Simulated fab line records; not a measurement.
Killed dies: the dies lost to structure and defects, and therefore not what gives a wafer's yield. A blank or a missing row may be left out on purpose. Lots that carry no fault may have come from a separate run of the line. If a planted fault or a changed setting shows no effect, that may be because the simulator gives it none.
A lot that was struck, set against a sound lot | flow nand harc | 14 steps out of a route of 1159
Sound: wafers L929.1, L929.4, L929.6. The struck wafers were L943.1, L943.2, L943.5. The cause is given at the end.
At each step with rows: each side's tool, then ch and its chambers, then its first start. Under that, the readings that differ: sound wafers | struck wafers | difference of the means | sigmas: that difference in standard deviations of wafers without a fault.
alike: same words and numbers on both sides, and readings whose means sit less than 2 such deviations apart. not compared: any withheld reading, any reading some wafer has no value for, any bound like >300 that may hide the same value, and any number with overlapping values for which the record gives no deviation.
Wherever a step has rows on one side only, a row that says differs or no value, or a row with sigmas, the two part there. Numbers that have no deviation but don't overlap get no sigmas and don't part them. A reading that every wafer of one side lacks parts them only if that side has two wafers or more.

NHARC_P_GATE_STRIP_95: strips in O2.
  sound on plasma asher-01 ch 1, day 6 01:38; struck on plasma asher-01 ch 0,1, day 9 13:01
  alike: drypump motor current A, heater power w
  not compared: rf hours counter h
then, 1 step without rows for these wafers: NHARC_P_GATE_STRIP_96 (strips in SPM, time 900 s).
NHARC_P_GATE_RTA_64: time 1 s.
  sound on rtp anneal-02 ch 0, day 6 02:12; struck on rtp anneal-02 ch 0, day 9 13:43
  alike: lamp power pct, lamp_zone_1_pct, wafer_temp_C_max
then, 1 step without rows for these wafers: NHARC_P_GATE_ETCH_77 (etches SiO2 in dHF, target depth 6 nm).
NHARC_P_GATE_DEGAS_109: time 60 s.
  sound: pvd sputter-03 at day 6 02:31; struck: pvd sputter-02 at day 9 14:03
  alike: heater power w
then, 3 steps without rows for these wafers: NHARC_P_GATE_PRE_CLEAN_110 (time 30 s); NHARC_P_GATE_SPUTTER_78 (material Ni, target thk 10 nm); NHARC_P_GATE_SPUTTER_79 (material TiN, target thk 10 nm).
NHARC_P_GATE_RTA_80: time 30 s.
  sound on rtp anneal-01 ch 0, day 6 02:48; struck on rtp anneal-01 ch 0, day 9 14:20
  alike: wafer_temp_C_max
then, 2 steps without rows for these wafers: NHARC_P_GATE_STRIP_67 (strips in SPM, time 600 s); NHARC_P_GATE_RTA_82 (time 30 s).
NHARC_P_GATE_INSPECT_68:
  sound: defect inspect-02 at day 6 03:28; struck: defect inspect-02 at day 9 15:01
  alike: raw defect count
NHARC_P_CONTACT_DEP_30: deposits SiNx, target thk 30 nm.
  sound on pecvd-01 ch 0,1,2, day 6 03:56; struck on pecvd-04 ch 0,2, day 9 17:14
  alike: heater power w
NHARC_P_CONTACT_DEP_00: deposits SiO2, target thk 500 nm.
  sound on pecvd-01 ch 0,1,2; struck on pecvd-04 ch 0,2, day 9 17:35
  alike: heater power w, showerhead vpp V, throttle valve pct

WHERE THEY PART
Nowhere in this record.

WHY: what had been put in by the simulator
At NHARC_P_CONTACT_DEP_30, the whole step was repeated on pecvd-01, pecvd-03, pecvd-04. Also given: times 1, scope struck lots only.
